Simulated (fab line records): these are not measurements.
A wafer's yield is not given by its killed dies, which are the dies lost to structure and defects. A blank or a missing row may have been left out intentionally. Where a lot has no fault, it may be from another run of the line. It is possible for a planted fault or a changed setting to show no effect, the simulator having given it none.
Lot-split experiment ; flow n5 finfet ; 39 wafers read across 7 lots, on a route 1938 steps long

== ON THE SPLIT ==
At N5_BEOL_M13_TRENCH_ETCH_34 (etches SiOC in C4F8/O2/Ar, target depth 413.47 nm, time 162.6 s), the setting target depth a was moved away from the recipe's 4134.7 angstrom on 12 of the 39 wafers read, by -39.9% to +49.3%. This setting was run at the recipe's value on the other wafers.

== FROM THE SPLIT TO THE READING: what the file shows between them, 10 steps ==
- N5_BEOL_M13_STRIP_70: strips in C4F8/O2/Ar
- N5_BEOL_M13_OCD_MEAS_35
- N5_BEOL_M13_STRIP_37: strips in N2/H2
- N5_BEOL_M13_ETCH_38: etches SiCN in CF4/N2, target depth 67.5 nm, time 71.9 s
- N5_BEOL_M13_ECD_47: material Cu, target thk 936 nm
- N5_BEOL_M13_ANNEAL_48: time 90 s
- N5_BEOL_M13_CMP_49: polishes, stops on SiOC, t overpolish 17.1 s, target thk 420 nm
- N5_BEOL_M13_THK_MEAS_50: measures by xrf
- N5_BEOL_M13_PRE_CLEAN_52: time 15 s
- N5_BEOL_M13_DEP_53: deposits SiCN from 3MS/NH3, target thk 50 nm, time 17.8 s

== THE READING ==
M13_RS, in ohm/sq, at N5_BEOL_M13_RS_MEAS_54 (measures by four-point-probe). Typical for fault-free wafers on this fab line: 0.0449 ohm/sq, with standard deviation 0.00088 ohm/sq.

wafer;tool, chamber at the split;target depth a as run, angstrom;against the recipe;M13_RS, ohm/sq;against lot-mates on the recipe
L079.1;rie diel-06, 0;2483;-39.9%;0.0767;+0.0318
L079.2;rie diel-06, 3;2483;-39.9%;0.0781;+0.0332
L079.3;rie diel-06, 1;4134.7;recipe;0.0437;-
L079.4;rie diel-06, 2;4134.7;recipe;0.0454;-
L079.5;rie diel-06, 1;2483;-39.9%;0.0742;+0.0293
L079.6;rie diel-06, 2;4134.7;recipe;0.0457;-
L078.1;rie diel-02, 0;4134.7;recipe;0.0449;-
L078.4;rie diel-02, 3;4134.7;recipe;0.0449;-
L078.5;rie diel-02, 1;4134.7;recipe;0.0448;-
L080.1;rie diel-06, 2;3262;-21.1%;0.0581;+0.0128
L080.2;rie diel-06, 0;3262;-21.1%;0.0576;+0.0123
L080.3;rie diel-06, 3;4134.7;recipe;0.0463;-
L080.4;rie diel-06, 1;4134.7;recipe;0.0437;-
L080.5;rie diel-06, 0;3262;-21.1%;0.0577;+0.0124
L080.6;rie diel-06, 3;4134.7;recipe;0.0460;-
L085.1;rie diel-02, 0;4134.7;recipe;0.0444;-
L085.2;rie diel-02, 3;4134.7;recipe;0.0454;-
L085.3;rie diel-02, 2;4134.7;recipe;0.0442;-
L085.4;rie diel-02, 1;4134.7;recipe;0.0444;-
L085.5;rie diel-02, 1;4134.7;recipe;0.0444;-
L085.6;rie diel-02, 0;4134.7;recipe;0.0444;-
L090.1;rie diel-04, 2;4134.7;recipe;0.0449;-
L090.2;rie diel-04, 0;4134.7;recipe;0.0452;-
L090.3;rie diel-04, 1;4134.7;recipe;0.0454;-
L090.4;rie diel-04, 1;4134.7;recipe;0.0451;-
L090.5;rie diel-04, 0;4134.7;recipe;0.0454;-
L090.6;rie diel-04, 2;4134.7;recipe;0.0449;-
L094.1;rie diel-04, 0;6172;+49.3%;0.0303;-0.0145
L094.2;rie diel-04, 1;6172;+49.3%;0.0301;-0.0147
L094.3;rie diel-04, 3;6172;+49.3%;0.0290;-0.0158
L094.4;rie diel-04, 2;4134.7;recipe;0.0450;-
L094.5;rie diel-04, 2;4134.7;recipe;0.0452;-
L094.6;rie diel-04, 3;4134.7;recipe;0.0441;-
L097.1;rie diel-02, 3;4134.7;recipe;0.0441;-
L097.2;rie diel-02, 2;4134.7;recipe;0.0431;-
L097.3;rie diel-02, 1;3024;-26.9%;0.0613;+0.0178
L097.4;rie diel-02, 0;3024;-26.9%;0.0616;+0.0181
L097.5;rie diel-02, 1;3024;-26.9%;0.0605;+0.0170
L097.6;rie diel-02, 2;4134.7;recipe;0.0432;-

THE FIT
A straight line over all 39 wafers: M13_RS changes by -0.000508 ohm/sq for each +1% of target depth a; r = -0.93; the points scatter about the line by 0.004 ohm/sq.
The same after taking each lot's own level away (the mean of its wafers on the recipe; 39 wafers): -0.00051 ohm/sq for each +1%; r = -0.93; scatter 0.004 ohm/sq.
That fit puts the effect of the largest move of target depth a on the reading at 0.025 ohm/sq.
The span of the lots' own levels, 0.04347 to 0.04533 ohm/sq, comes to 2.1 times the standard deviation stated above.
Hence the lot-to-lot level has little effect on the slope; both slopes agree.
Check: with one of the wafers moved furthest among these (+49.3%) left out of the fit, the line predicts -0.0253 ohm/sq for it against its lot-mates. It came out at -0.0145 ohm/sq against them.

== THE WHOLE CHAIN: every reading that the file lists as answering this split, in the file's order ==
step;what it does;reading;change (the file's fit);r (the file's)
N5_BEOL_M13_TRENCH_ETCH_34;etches SiOC in C4F8/O2/Ar, target depth 413.47 nm, time 162.6 s;etch.depth nm (the simulator's own value, which no gauge read);+4.19 nm for each +1% of the setting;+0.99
N5_BEOL_M13_OCD_MEAS_35;;trench depth nm;+4.19 nm for each +1% of the setting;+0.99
N5_BEOL_M13_CMP_49;polishes, stops on SiOC, t overpolish 17.1 s, target thk 420 nm;Cu_of_BEOL_M13_ECD_47.thk nm (the simulator's own value, which no gauge read);+4.21 nm for each +1% of the setting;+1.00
N5_BEOL_M13_THK_MEAS_50;measures by xrf;M13_THK;+4.23 for each +1% of the setting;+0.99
N5_BEOL_M13_RS_MEAS_54;measures by four-point-probe;M13_RS;-0.000526 for each +1% of the setting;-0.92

== FILE'S OWN FIT ==
M13_RS changes by -0.000526 ohm/sq for each +1% of target depth a, r = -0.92.
